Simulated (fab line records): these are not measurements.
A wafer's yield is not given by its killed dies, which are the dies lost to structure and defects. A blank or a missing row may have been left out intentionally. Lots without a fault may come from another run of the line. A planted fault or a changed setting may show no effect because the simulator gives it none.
Comparing a struck lot with a sound one ; flow n5Finfet ; 18 out of 1938 route steps
Sound: these wafers, L455.2, L455.4, L455.6. Wafers struck: L452.1, L452.4, L452.5. The cause is given at the end.
At each step with rows: each side's tool, then ch and its chambers, then its first start. Under that, the readings that differ: sound wafers ; struck wafers ; difference of the means ; sigmas: that difference in standard deviations of wafers without a fault.
alike: readings whose means differ by less than 2 such deviations, and words and numbers that are the same on both sides. not compared: withheld readings, readings that some wafer has no value for, bounds like >300 that may hide the same value, and numbers for which the record gives no deviation and whose values overlap.
A row with sigmas, a row that says differs or no value, or rows on one side alone: a step with any of these is where the two part. Numbers that don't overlap but have no deviation are shown without sigmas and don't part them. Lack of a reading on every wafer of one side parts them only where that side has two or more wafers.

N5_FIN_SAQP_HM_DEP_03: deposits SiNx from SiH4/NH3/N2, target thk 38 nm, time 33.6 s.
  sound on pecvd-01 ch 0,1,2, day 5 20:55; struck on pecvd-03 ch 1,2, day 5 05:13
reading;sound;struck;difference;sigmas
showerheadPlenumPTorr (Torr);5.24 5.25 5.16;5.00 5.15 5.00;-0.17;-2
throttleValvePct (%);37.6 37.7 38.7;41.3 40.5 41.4;+3.1;+3
  alike: heaterPowerW
N5_FIN_SAQP_THK_MEAS_05:
  sound on filmMetro-01 at day 5 21:00; struck on filmMetro-01 at day 5 05:19
  alike: thkNm
N5_FIN_SAQP_PECVD_47: deposits a-Si from SiH4/He, target thk 45 nm, time 36.3 s.
  sound on pecvd-03 ch 0,1,2, day 5 21:02; struck on pecvd-02 ch 0,1, day 5 05:21
  alike: heaterPowerW, showerheadPlenumPTorr, throttleValvePct
N5_FIN_SAQP_PECVD_48: deposits SiNx from SiH4/NH3/N2, target thk 25 nm, time 22.1 s.
  sound on pecvd-03 ch 0,1,2, day 5 21:04; struck on pecvd-02 ch 0,1, day 5 05:23
  alike: heaterPowerW, showerheadPlenumPTorr, throttleValvePct
N5_FIN_SAQP_PECVD_06: deposits a-Si from SiH4/He, target thk 60 nm, time 48.1 s.
  sound on pecvd-03 ch 0,1,2, day 5 21:07; struck on pecvd-02 ch 0,1, day 5 05:26
  alike: heaterPowerW, showerheadPlenumPTorr, throttleValvePct
N5_FIN_SAQP_THK_MEAS_07:
  sound on filmMetro-01 at day 5 21:12; struck on filmMetro-01 at day 5 05:31
  alike: thkNm
N5_FIN_SAQP_HM_DEP_72: deposits SiO2 from SiH4/N2O, target thk 12 nm, time 7.2 s.
  sound on pecvd-03 ch 0,2, day 5 21:14; struck on pecvd-01 ch 0,1, day 5 05:33
  alike: heaterPowerW, showerheadPlenumPTorr
then, 5 steps without rows for these wafers: N5_FIN_SAQP_COAT_49 (time 60 s, resist thk 100 nm); N5_FIN_SAQP_COAT_50 (time 60 s, resist thk 35 nm); N5_FIN_SAQP_COAT_10 (resist thk 90 nm); N5_FIN_SAQP_EBR_12; N5_FIN_SAQP_SOFTBAKE_11 (time 60 s).
N5_FIN_SAQP_EXPOSE_13: exposes mask FIN CORE, target cd 35.6 nm.
  sound on arfiScanner-01 ch 0, day 5 21:34; struck on arfiScanner-03 ch 0, day 5 05:45
reading;sound;struck;difference;sigmas
exposureDoseMJCm2;63.14 63.21 63.26;58.88 58.99 58.99;-4.25;-71
  alike: mask
then, 2 steps without rows for these wafers: N5_FIN_SAQP_PEB_14 (peb time 60 s); N5_FIN_SAQP_DEVELOP_15 (develop time 30 s).
N5_FIN_SAQP_CD_MEAS_16: target cd 35.6 nm.
  sound on cdSem-01 ch 0, day 5 21:41; struck on cdSem-03 ch 0, day 5 05:52
reading;sound;struck;difference;sigmas
cdNm (nm);35.7 35.8 35.3;36.7 36.8 37.0;+1.2;+3
N5_FIN_SAQP_OVL_MEAS_17:
  sound on overlay-01 ch 0, day 5 21:44; struck on overlay-01 ch 0, day 5 05:55
  alike: FIN_CORE_OVL
-- a jump in the record: the struck wafers' starts before and after are 11 days apart (it breaks off in module FIN_SAQP and resumes in module PASSIVATION, where the first step shown is number 1936 of the route) --
N5_PASSIVATION_PROBE_49:
  rows exist in the record for the struck wafers here (prober-02, day 16 16:55), but not for the sound ones

== WHERE THEY PART ==
Last at N5_PASSIVATION_PROBE_49 as far as this record goes, first at N5_FIN_SAQP_HM_DEP_03.

WHY: the cause the simulator had injected
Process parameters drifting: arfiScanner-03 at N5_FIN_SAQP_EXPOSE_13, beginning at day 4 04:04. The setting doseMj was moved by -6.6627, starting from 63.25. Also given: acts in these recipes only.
